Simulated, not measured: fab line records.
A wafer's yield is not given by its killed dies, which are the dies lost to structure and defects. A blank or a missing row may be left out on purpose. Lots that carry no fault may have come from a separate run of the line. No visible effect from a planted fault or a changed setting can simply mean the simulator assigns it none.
Split-lot experiment || flow n5_finfet || 21 wafers read across 7 lots, on a route 1938 steps long

SPLIT DETAILS
At N5_BEOL_M14_ILD_DEP_00 (deposits SiO2 from TEOS/O2, target thk 1119.3 nm, time 237.4 s), the setting time_s was moved away from the recipe's 237.4 s on 6 of the 21 wafers read, by -14.4% to +12.3%. For the rest of the wafers, this setting stayed at what the recipe calls for.

Split to reading: the file shows no intervening step.

THE READING
M14_ILD_THK (nm), taken at N5_BEOL_M14_THK_MEAS_01. Fault-free wafers of this fab line usually give 1119 nm, standard deviation 15 nm.

{"wafer": "L076.2", "tool, chamber at the split": "pecvd-01, 1", "time_s as run, s": 237.4, "against the recipe": "recipe", "M14_ILD_THK, nm": 1107, "against lot-mates on the recipe": "-"}
{"wafer": "L076.3", "tool, chamber at the split": "pecvd-01, 0", "time_s as run, s": 237.4, "against the recipe": "recipe", "M14_ILD_THK, nm": 1121, "against lot-mates on the recipe": "-"}
{"wafer": "L076.6", "tool, chamber at the split": "pecvd-01, 0", "time_s as run, s": 237.4, "against the recipe": "recipe", "M14_ILD_THK, nm": 1134, "against lot-mates on the recipe": "-"}
{"wafer": "L084.1", "tool, chamber at the split": "pecvd-04, 0", "time_s as run, s": 237.4, "against the recipe": "recipe", "M14_ILD_THK, nm": 1120, "against lot-mates on the recipe": "-"}
{"wafer": "L084.5", "tool, chamber at the split": "pecvd-04, 1", "time_s as run, s": 237.4, "against the recipe": "recipe", "M14_ILD_THK, nm": 1112, "against lot-mates on the recipe": "-"}
{"wafer": "L084.6", "tool, chamber at the split": "pecvd-04, 2", "time_s as run, s": 225.5, "against the recipe": "-5.0%", "M14_ILD_THK, nm": 1073, "against lot-mates on the recipe": -43}
{"wafer": "L088.1", "tool, chamber at the split": "pecvd-03, 0", "time_s as run, s": 237.4, "against the recipe": "recipe", "M14_ILD_THK, nm": 1102, "against lot-mates on the recipe": "-"}
{"wafer": "L088.4", "tool, chamber at the split": "pecvd-03, 1", "time_s as run, s": 203.3, "against the recipe": "-14.4%", "M14_ILD_THK, nm": 944, "against lot-mates on the recipe": -180}
{"wafer": "L088.5", "tool, chamber at the split": "pecvd-03, 2", "time_s as run, s": 237.4, "against the recipe": "recipe", "M14_ILD_THK, nm": 1145, "against lot-mates on the recipe": "-"}
{"wafer": "L089.2", "tool, chamber at the split": "pecvd-04, 0", "time_s as run, s": 237.4, "against the recipe": "recipe", "M14_ILD_THK, nm": 1117, "against lot-mates on the recipe": "-"}
{"wafer": "L089.5", "tool, chamber at the split": "pecvd-04, 0", "time_s as run, s": 237.4, "against the recipe": "recipe", "M14_ILD_THK, nm": 1128, "against lot-mates on the recipe": "-"}
{"wafer": "L089.6", "tool, chamber at the split": "pecvd-04, 1", "time_s as run, s": 237.4, "against the recipe": "recipe", "M14_ILD_THK, nm": 1112, "against lot-mates on the recipe": "-"}
{"wafer": "L090.3", "tool, chamber at the split": "pecvd-04, 1", "time_s as run, s": 237.4, "against the recipe": "recipe", "M14_ILD_THK, nm": 1091, "against lot-mates on the recipe": "-"}
{"wafer": "L090.5", "tool, chamber at the split": "pecvd-04, 0", "time_s as run, s": 237.4, "against the recipe": "recipe", "M14_ILD_THK, nm": 1133, "against lot-mates on the recipe": "-"}
{"wafer": "L090.6", "tool, chamber at the split": "pecvd-04, 1", "time_s as run, s": 210.3, "against the recipe": "-11.4%", "M14_ILD_THK, nm": 984, "against lot-mates on the recipe": -128}
{"wafer": "L093.2", "tool, chamber at the split": "pecvd-04, 1", "time_s as run, s": 237.4, "against the recipe": "recipe", "M14_ILD_THK, nm": 1095, "against lot-mates on the recipe": "-"}
{"wafer": "L093.4", "tool, chamber at the split": "pecvd-04, 0", "time_s as run, s": 237.4, "against the recipe": "recipe", "M14_ILD_THK, nm": 1133, "against lot-mates on the recipe": "-"}
{"wafer": "L093.5", "tool, chamber at the split": "pecvd-04, 2", "time_s as run, s": 226.6, "against the recipe": "-4.5%", "M14_ILD_THK, nm": 1078, "against lot-mates on the recipe": -36}
{"wafer": "L094.2", "tool, chamber at the split": "pecvd-03, 1", "time_s as run, s": 266.5, "against the recipe": "+12.3%", "M14_ILD_THK, nm": 1212, "against lot-mates on the recipe": "+87"}
{"wafer": "L094.4", "tool, chamber at the split": "pecvd-03, 0", "time_s as run, s": 266.5, "against the recipe": "+12.3%", "M14_ILD_THK, nm": 1248, "against lot-mates on the recipe": "+123"}
{"wafer": "L094.6", "tool, chamber at the split": "pecvd-03, 1", "time_s as run, s": 237.4, "against the recipe": "recipe", "M14_ILD_THK, nm": 1125, "against lot-mates on the recipe": "-"}

THE FIT
A straight line over all 21 wafers: M14_ILD_THK changes by +10.5 nm for each +1% of time_s; r = +0.97; the points scatter about the line by 17 nm.
The same after taking each lot's own level away (the mean of its wafers on the recipe; 21 wafers): +10.2 nm for each +1%; r = +0.96; scatter 17 nm.
The reading moves by 1.5e+02 nm for the largest change in time_s, on that fit.
The lots' own levels span 1112.0 to 1125.0 nm, that is 0.9 times the standard deviation above.
Hence the lot-to-lot level has little effect on the slope; both slopes agree.
Check: -135 nm against its lot-mates is what the line predicts for one of the wafers moved furthest among these (-14.4%) when that wafer is left out of the fit. It came out at -180 nm against them.

OTHER SPLITS APPLIED TO THESE WAFERS
Before the reading, these wafers also passed through other splits. Each is held against what the fit with the lots' levels taken away leaves over:
{"other split on the same wafers": "N5_BEOL_M12_COAT_04 spin_rpm", "wafers away from the commonest value": 9, "r with M14_ILD_THK (lot level and that fit taken away)": -0.08}
{"other split on the same wafers": "N5_BEOL_M13_TRENCH_ETCH_34 time_s", "wafers away from the commonest value": 5, "r with M14_ILD_THK (lot level and that fit taken away)": -0.06}
{"other split on the same wafers": "N5_BEOL_M13_SPUTTER_45 power_w", "wafers away from the commonest value": 7, "r with M14_ILD_THK (lot level and that fit taken away)": "+0.15"}

THE WHOLE CHAIN: every reading that the file lists as answering this split, in the file's order
{"step": "N5_BEOL_M14_ILD_DEP_00", "what it does": "deposits SiO2 from TEOS/O2, target thk 1119.3 nm, time 237.4 s", "reading": "SiO2_of_BEOL_M14_ILD_DEP_00.thk_nm (the simulator's own value, which no gauge read)", "change (the file's fit)": "+10.7 nm for each +1% of the setting", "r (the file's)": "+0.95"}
{"step": "N5_BEOL_M14_THK_MEAS_01", "what it does": "", "reading": "M14_ILD_THK", "change (the file's fit)": "+10.7 for each +1% of the setting", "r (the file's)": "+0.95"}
{"step": "N5_BEOL_M14_VIA_ETCH_16", "what it does": "etches SiO2 in C4F8/O2/Ar, target depth 1231.3 nm", "reading": "etch.depth_nm (the simulator's own value, which no gauge read)", "change (the file's fit)": "+10.7 nm for each +1% of the setting", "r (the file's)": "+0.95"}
{"step": "N5_BEOL_M14_VIA_ETCH_16", "what it does": "etches SiO2 in C4F8/O2/Ar, target depth 1231.3 nm", "reading": "coat_of_BEOL_M14_COAT_04.thk_nm (the simulator's own value, which no gauge read)", "change (the file's fit)": "-2.86 nm for each +1% of the setting", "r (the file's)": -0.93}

FILE'S OWN FIT
M14_ILD_THK changes by +10.7 nm for each +1% of time_s, r = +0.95.
